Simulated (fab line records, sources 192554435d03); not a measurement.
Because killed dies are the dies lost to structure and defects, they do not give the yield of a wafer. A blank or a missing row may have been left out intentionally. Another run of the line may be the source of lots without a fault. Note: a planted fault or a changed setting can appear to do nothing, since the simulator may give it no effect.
Chamber matching || flow n5_finfet || N5_BEOL_M9_DESCUM_33 on rie_diel-03 has 4 sister chambers
The step chemistry O2, time 7 s. 18 wafers are shown with their chamber, then 9 later ones without.

== WAFERS PAIRED WITH THEIR CHAMBERS ==
{"wafer": "L075.2", "chamber": 0, "showerhead_plenum_p_Torr (Torr)": 2.20, "drypump_motor_current_A (A)": 5.8, "throttle_valve_pct (%)": 21.0}
{"wafer": "L075.4", "chamber": 2, "showerhead_plenum_p_Torr (Torr)": 1.98, "drypump_motor_current_A (A)": 6.0, "throttle_valve_pct (%)": 20.4}
{"wafer": "L075.6", "chamber": 0, "showerhead_plenum_p_Torr (Torr)": 2.20, "drypump_motor_current_A (A)": 5.8, "throttle_valve_pct (%)": 21.1}
{"wafer": "L077.1", "chamber": 2, "showerhead_plenum_p_Torr (Torr)": 1.98, "drypump_motor_current_A (A)": 6.0, "throttle_valve_pct (%)": 20.4}
{"wafer": "L077.2", "chamber": 1, "showerhead_plenum_p_Torr (Torr)": 2.14, "drypump_motor_current_A (A)": 4.9, "throttle_valve_pct (%)": 20.3}
{"wafer": "L077.3", "chamber": 0, "showerhead_plenum_p_Torr (Torr)": 2.19, "drypump_motor_current_A (A)": 5.8, "throttle_valve_pct (%)": 21.1}
{"wafer": "L076.3", "chamber": 1, "showerhead_plenum_p_Torr (Torr)": 2.14, "drypump_motor_current_A (A)": 4.9, "throttle_valve_pct (%)": 20.4}
{"wafer": "L076.4", "chamber": 0, "showerhead_plenum_p_Torr (Torr)": 2.19, "drypump_motor_current_A (A)": 5.8, "throttle_valve_pct (%)": 21.1}
{"wafer": "L076.6", "chamber": 2, "showerhead_plenum_p_Torr (Torr)": 1.98, "drypump_motor_current_A (A)": 6.0, "throttle_valve_pct (%)": 20.4}
{"wafer": "L079.1", "chamber": 0, "showerhead_plenum_p_Torr (Torr)": 2.19, "drypump_motor_current_A (A)": 5.8, "throttle_valve_pct (%)": 21.1}
{"wafer": "L079.3", "chamber": 3, "showerhead_plenum_p_Torr (Torr)": 2.12, "drypump_motor_current_A (A)": 5.9, "throttle_valve_pct (%)": 20.3}
{"wafer": "L079.5", "chamber": 3, "showerhead_plenum_p_Torr (Torr)": 2.12, "drypump_motor_current_A (A)": 6.0, "throttle_valve_pct (%)": 20.3}
{"wafer": "L080.4", "chamber": 1, "showerhead_plenum_p_Torr (Torr)": 2.14, "drypump_motor_current_A (A)": 4.9, "throttle_valve_pct (%)": 20.4}
{"wafer": "L080.5", "chamber": 1, "showerhead_plenum_p_Torr (Torr)": 2.14, "drypump_motor_current_A (A)": 4.9, "throttle_valve_pct (%)": 20.4}
{"wafer": "L080.6", "chamber": 2, "showerhead_plenum_p_Torr (Torr)": 1.98, "drypump_motor_current_A (A)": 5.9, "throttle_valve_pct (%)": 20.4}
{"wafer": "L083.1", "chamber": 3, "showerhead_plenum_p_Torr (Torr)": 2.12, "drypump_motor_current_A (A)": 5.9, "throttle_valve_pct (%)": 20.3}
{"wafer": "L083.4", "chamber": 0, "showerhead_plenum_p_Torr (Torr)": 2.19, "drypump_motor_current_A (A)": 5.8, "throttle_valve_pct (%)": 21.1}
{"wafer": "L083.5", "chamber": 1, "showerhead_plenum_p_Torr (Torr)": 2.14, "drypump_motor_current_A (A)": 4.9, "throttle_valve_pct (%)": 20.4}

SIGNATURES, as means of the wafers listed above
{"reading": "showerhead_plenum_p_Torr", "chamber 0": 2.1933, "chamber 1": 2.1400, "chamber 2": 1.9800, "chamber 3": 2.1200, "scatter within a chamber": 0.00309}
{"reading": "drypump_motor_current_A", "chamber 0": 5.800, "chamber 1": 4.900, "chamber 2": 5.975, "chamber 3": 5.933, "scatter within a chamber": 0.0318}
{"reading": "throttle_valve_pct", "chamber 0": 21.083, "chamber 1": 20.380, "chamber 2": 20.400, "chamber 3": 20.300, "scatter within a chamber": 0.0342}
Rule: for a wafer and a chamber, the distance is found by dividing, reading by reading, the gap between the wafer's reading and the chamber's mean by the reading's scatter, squaring, summing and taking the root. If the next closest chamber is less than 2 further off than the closest, the wafer can't be placed; otherwise it belongs to the closest. The scatter: the root of (the sum of the squares of (reading less its chamber's mean) over the shown wafers, divided by (wafers less chambers)).

== WAFERS MISSING THEIR CHAMBER ==
{"wafer": "L087.1", "showerhead_plenum_p_Torr (Torr)": 2.13, "drypump_motor_current_A (A)": 4.9, "throttle_valve_pct (%)": 20.4}
{"wafer": "L087.2", "showerhead_plenum_p_Torr (Torr)": 2.12, "drypump_motor_current_A (A)": 5.9, "throttle_valve_pct (%)": 20.3}
{"wafer": "L087.5", "showerhead_plenum_p_Torr (Torr)": 2.13, "drypump_motor_current_A (A)": 4.9, "throttle_valve_pct (%)": 20.4}
{"wafer": "L089.1", "showerhead_plenum_p_Torr (Torr)": 2.13, "drypump_motor_current_A (A)": 4.9, "throttle_valve_pct (%)": 20.4}
{"wafer": "L089.2", "showerhead_plenum_p_Torr (Torr)": 2.12, "drypump_motor_current_A (A)": 5.9, "throttle_valve_pct (%)": 20.3}
{"wafer": "L089.6", "showerhead_plenum_p_Torr (Torr)": 2.13, "drypump_motor_current_A (A)": 4.9, "throttle_valve_pct (%)": 20.4}
{"wafer": "L092.2", "showerhead_plenum_p_Torr (Torr)": 2.19, "drypump_motor_current_A (A)": 5.8, "throttle_valve_pct (%)": 21.1}
{"wafer": "L092.3", "showerhead_plenum_p_Torr (Torr)": 2.12, "drypump_motor_current_A (A)": 5.9, "throttle_valve_pct (%)": 20.3}
{"wafer": "L092.6", "showerhead_plenum_p_Torr (Torr)": 2.18, "drypump_motor_current_A (A)": 5.8, "throttle_valve_pct (%)": 21.1}

== THE CHAMBER EACH PASSED THROUGH ==
{"wafer": "L087.1", "from the rows above": 1, "in truth": 1}
{"wafer": "L087.2", "from the rows above": 3, "in truth": 3}
{"wafer": "L087.5", "from the rows above": 1, "in truth": 1}
{"wafer": "L089.1", "from the rows above": 1, "in truth": 1}
{"wafer": "L089.2", "from the rows above": 3, "in truth": 3}
{"wafer": "L089.6", "from the rows above": 1, "in truth": 1}
{"wafer": "L092.2", "from the rows above": 0, "in truth": 0}
{"wafer": "L092.3", "from the rows above": 3, "in truth": 3}
{"wafer": "L092.6", "from the rows above": 0, "in truth": 0}
Correct placement for 9 of the 9. Number that these rows cannot place: 0. Number placed wrongly: 0.
